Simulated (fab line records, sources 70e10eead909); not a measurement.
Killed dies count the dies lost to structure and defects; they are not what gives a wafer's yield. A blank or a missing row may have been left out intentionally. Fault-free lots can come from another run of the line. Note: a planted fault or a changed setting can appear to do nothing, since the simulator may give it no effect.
Matching of chambers ; flow nandHarc ; 4 sister chambers for NHARC_A_CONTACT_DESCUM_47 on rieDiel-11
The step chemistry O2, time 3 s. 8 wafers are shown with their chamber, then 12 later ones without.

WAFERS, EACH WITH ITS CHAMBER
wafer;chamber;showerheadPlenumPTorr (Torr);drypumpMotorCurrentA (A)
L085.1;2;1.88;5.22
L085.3;1;1.86;5.77
L085.6;1;1.86;5.79
L088.1;0;1.77;5.60
L088.5;3;1.81;5.14
L090.1;3;1.81;5.12
L090.3;2;1.88;5.19
L090.5;0;1.76;5.63

WAFERS WITHOUT THEIR CHAMBER
wafer;showerheadPlenumPTorr (Torr);drypumpMotorCurrentA (A)
L091.2;1.88;5.21
L091.3;1.86;5.77
L091.4;1.81;5.12
L092.1;1.76;5.62
L092.2;1.80;5.12
L092.4;1.85;5.77
L095.2;1.76;5.64
L095.3;1.85;5.78
L095.6;1.81;5.13
L097.2;1.87;5.20
L097.3;1.76;5.62
L097.5;1.80;5.11

WHICH CHAMBER EACH ONE RAN IN
wafer;from the rows above;in truth
L091.2;2;2
L091.3;1;1
L091.4;3;3
L092.1;0;0
L092.2;3;3
L092.4;1;1
L095.2;0;0
L095.3;1;1
L095.6;3;3
L097.2;2;2
L097.3;0;0
L097.5;3;3
Correct placement for 12 of the 12. Number that these rows cannot place: 0. Placed wrongly: 0.
How it was worked out, from the rows above alone: a wafer's distance from a chamber is the root of the sum, over the readings, of the square of ((its reading less the chamber's mean) divided by the reading's scatter). If the next closest chamber is less than 2 further off than the closest, the wafer can't be placed; otherwise it belongs to the closest. Each chamber's mean is taken over the wafers shown for it. The scatter: take each reading less its chamber's mean, square it, sum over the shown wafers, divide by the number of wafers less the number of chambers, and take the root.
